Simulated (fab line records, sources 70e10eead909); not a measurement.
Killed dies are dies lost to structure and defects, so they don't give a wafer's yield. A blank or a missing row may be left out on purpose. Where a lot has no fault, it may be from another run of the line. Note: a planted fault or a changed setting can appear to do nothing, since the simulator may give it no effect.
Matching of chambers ; flow nand harc ; 4 sister chambers for NHARC_A_ZERO_WELL_DESCUM_12 on rie diel-08
The step chemistry O2, time 3 s. 8 wafers are shown with their chamber, then 12 later ones without.

## EACH WAFER AND ITS CHAMBER
wafer;chamber;showerhead plenum p Torr (Torr);drypump motor current A (A)
L084.4;0;1.79;6.3
L089.4;2;1.87;5.6
L089.5;2;1.87;5.7
L089.1;0;1.78;6.3
L089.6;3;2.01;5.8
L088.3;3;2.01;5.8
L088.4;1;1.79;5.1
L088.6;1;1.79;5.2

## WAFERS WITHOUT THEIR CHAMBER
wafer;showerhead plenum p Torr (Torr);drypump motor current A (A)
L092.1;2.01;5.8
L092.2;1.87;5.6
L092.6;1.78;6.3
L093.1;2.01;5.8
L093.5;2.01;5.8
L093.6;1.78;6.3
L093.2;1.79;5.2
L093.3;1.78;6.3
L093.4;1.87;5.7
L094.1;1.79;5.2
L094.4;1.87;5.7
L094.6;1.87;5.6

## THE CHAMBER EACH PASSED THROUGH
wafer;from the rows above;in truth
L092.1;3;3
L092.2;2;2
L092.6;0;0
L093.1;3;3
L093.5;3;3
L093.6;0;0
L093.2;1;1
L093.3;0;0
L093.4;2;2
L094.1;1;1
L094.4;2;2
L094.6;2;2
Placed correctly: 12 of 12. Not placeable from these rows: 0. Wrongly placed: 0.
How it was worked out, from the rows above alone: a wafer's distance from a chamber is the root of the sum, over the readings, of the square of ((its reading less the chamber's mean) divided by the reading's scatter). If the next closest chamber is less than 2 further off than the closest, the wafer can't be placed; otherwise it belongs to the closest. Each chamber's mean is taken over the wafers shown for it. How the scatter is found: for the shown wafers, subtract from each reading the mean of its chamber, square and add these, divide the total by (wafers less chambers), then take the root.
